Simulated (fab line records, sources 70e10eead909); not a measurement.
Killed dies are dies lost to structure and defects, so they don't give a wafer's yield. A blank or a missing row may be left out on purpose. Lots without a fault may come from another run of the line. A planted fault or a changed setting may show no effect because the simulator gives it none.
Chamber matching | flow nand_harc | NHARC_A_STAIRCASE_DESCUM_11 on rie_diel-04: 4 sister chambers
The step chemistry O2, time 3 s. 20 wafers are shown with their chamber, then 10 later ones without.

WAFERS WITH THEIR CHAMBER
wafer  | chamber | drypump_motor_current_A (A) | showerhead_plenum_p_Torr (Torr) | oes_product_au (a.u.)
L074.2 | 2       | 5.7                         | 1.87                            | 1.010
L074.3 | 3       | 6.2                         | 1.96                            | 1.002
L074.6 | 1       | 4.9                         | 1.79                            | 1.005
L076.1 | 0       | 4.6                         | 2.05                            | 1.008
L076.3 | 1       | 4.9                         | 1.79                            | 1.005
L076.4 | 3       | 6.1                         | 1.96                            | 1.012
L079.1 | 0       | 4.6                         | 2.05                            | 1.001
L079.2 | 1       | 4.9                         | 1.79                            | 1.001
L079.4 | 2       | 5.8                         | 1.87                            | 1.009
L081.2 | 1       | 4.9                         | 1.79                            | 0.989
L081.5 | 1       | 4.9                         | 1.79                            | 0.986
L081.6 | 0       | 4.6                         | 2.05                            | 0.985
L087.2 | 1       | 4.9                         | 1.78                            | 1.008
L087.4 | 1       | 4.9                         | 1.78                            | 1.006
L087.5 | 2       | 5.7                         | 1.86                            | 1.010
L088.1 | 0       | 4.6                         | 2.04                            | 0.998
L088.4 | 2       | 5.8                         | 1.86                            | 1.008
L088.5 | 3       | 6.2                         | 1.94                            | 1.000
L091.3 | 1       | 4.9                         | 1.78                            | 1.018
L091.4 | 0       | 4.6                         | 2.04                            | 1.005

SIGNATURES (means of the wafers above)
reading                  | chamber 0 | chamber 1 | chamber 2 | chamber 3 | scatter within a chamber
drypump_motor_current_A  | 4.600     | 4.900     | 5.750     | 6.167     | 0.0323
showerhead_plenum_p_Torr | 2.0460    | 1.7863    | 1.8650    | 1.9533    | 0.00649
oes_product_au           | 0.99940   | 1.00225   | 1.00925   | 1.00467   | 0.00849
Rule: a wafer's distance from a chamber is the root of the sum, over the readings, of the square of ((its reading less the chamber's mean) divided by the reading's scatter). The wafer belongs to the nearest chamber; if the next one is less than 2 further off, it can't be placed. The scatter: the root of (the sum of the squares of (reading less its chamber's mean) over the shown wafers, divided by (wafers less chambers)).

WAFERS WITHOUT THEIR CHAMBER
wafer  | drypump_motor_current_A (A) | showerhead_plenum_p_Torr (Torr) | oes_product_au (a.u.)
L091.6 | 4.9                         | 1.78                            | 0.991
L094.4 | 6.2                         | 1.94                            | 0.998
L094.5 | 4.6                         | 2.04                            | 1.019
L094.6 | 6.2                         | 1.94                            | 0.995
L093.3 | 5.8                         | 1.85                            | 1.004
L093.5 | 4.9                         | 1.78                            | 1.008
L093.6 | 4.6                         | 2.04                            | 1.010
L095.1 | 6.2                         | 1.94                            | 1.010
L095.2 | 4.9                         | 1.77                            | 1.010
L095.5 | 5.8                         | 1.85                            | 0.997

WHICH CHAMBER EACH WENT THROUGH
wafer  | from the rows above | in truth
L091.6 | 1                   | 1
L094.4 | 3                   | 3
L094.5 | 0                   | 0
L094.6 | 3                   | 3
L093.3 | 2                   | 2
L093.5 | 1                   | 1
L093.6 | 0                   | 0
L095.1 | 3                   | 3
L095.2 | 1                   | 1
L095.5 | 2                   | 2
Placed correctly: 10 of 10. Can't be placed from these rows: 0. Placed wrongly: 0.
